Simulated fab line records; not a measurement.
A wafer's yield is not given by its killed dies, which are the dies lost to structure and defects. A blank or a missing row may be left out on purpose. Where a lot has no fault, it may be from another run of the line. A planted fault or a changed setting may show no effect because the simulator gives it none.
Matching of chambers    flow n5Finfet    N5_BEOL_M2_DESCUM_33 on rieDiel-06 has 4 sister chambers
The step chemistry O2, time 7 s. 16 wafers are shown with their chamber, then 8 later ones without.

## WAFERS WITH THEIR CHAMBER
wafer   chamber  drypumpMotorCurrentA (A)  showerheadPlenumPTorr (Torr)  oesProductAu (a.u.)
L074.2  2        5.6                       2.01                          0.78
L074.3  1        6.4                       2.22                          0.88
L074.4  3        6.6                       1.98                          0.70
L075.1  2        5.6                       2.01                          0.78
L075.4  1        6.5                       2.22                          0.88
L075.5  1        6.5                       2.22                          0.88
L080.3  0        5.9                       2.10                          0.74
L080.4  2        5.6                       2.00                          0.77
L080.5  0        5.9                       2.10                          0.74
L081.3  3        6.6                       1.97                          0.69
L081.5  0        5.9                       2.10                          0.73
L081.6  1        6.5                       2.22                          0.85
L083.1  2        5.6                       2.00                          0.77
L083.2  0        5.9                       2.10                          0.74
L083.3  3        6.6                       1.97                          0.69
L083.4  1        6.5                       2.22                          0.86

SIGNATURES (means of the wafers above)
reading                chamber 0  chamber 1  chamber 2  chamber 3  scatter within a chamber
drypumpMotorCurrentA   5.900      6.480      5.600      6.600      0.0258
showerheadPlenumPTorr  2.1000     2.2200     2.0050     1.9733     0.00373
oesProductAu           0.7375     0.8700     0.7750     0.6933     0.00932
Rule: a wafer's distance from a chamber is the root of the sum, over the readings, of the square of ((its reading less the chamber's mean) divided by the reading's scatter). If the next closest chamber is less than 2 further off than the closest, the wafer can't be placed; otherwise it belongs to the closest. The scatter: the root of (the sum of the squares of (reading less its chamber's mean) over the shown wafers, divided by (wafers less chambers)).

## WAFERS WHOSE CHAMBER IS MISSING
wafer   drypumpMotorCurrentA (A)  showerheadPlenumPTorr (Torr)  oesProductAu (a.u.)
L083.5  6.6                       1.97                          0.68
L083.6  5.6                       2.00                          0.77
L088.2  6.6                       1.97                          0.67
L088.5  5.9                       2.10                          0.74
L088.6  6.6                       1.97                          0.68
L089.1  6.6                       1.97                          0.67
L089.4  5.9                       2.09                          0.73
L089.6  6.5                       2.21                          0.84

## THE CHAMBER EACH PASSED THROUGH
wafer   from the rows above  in truth
L083.5  3                    3
L083.6  2                    2
L088.2  3                    3
L088.5  0                    0
L088.6  3                    3
L089.1  3                    3
L089.4  0                    0
L089.6  1                    1
8 of 8 placed correctly. Number that these rows cannot place: 0. 0 placed wrongly.
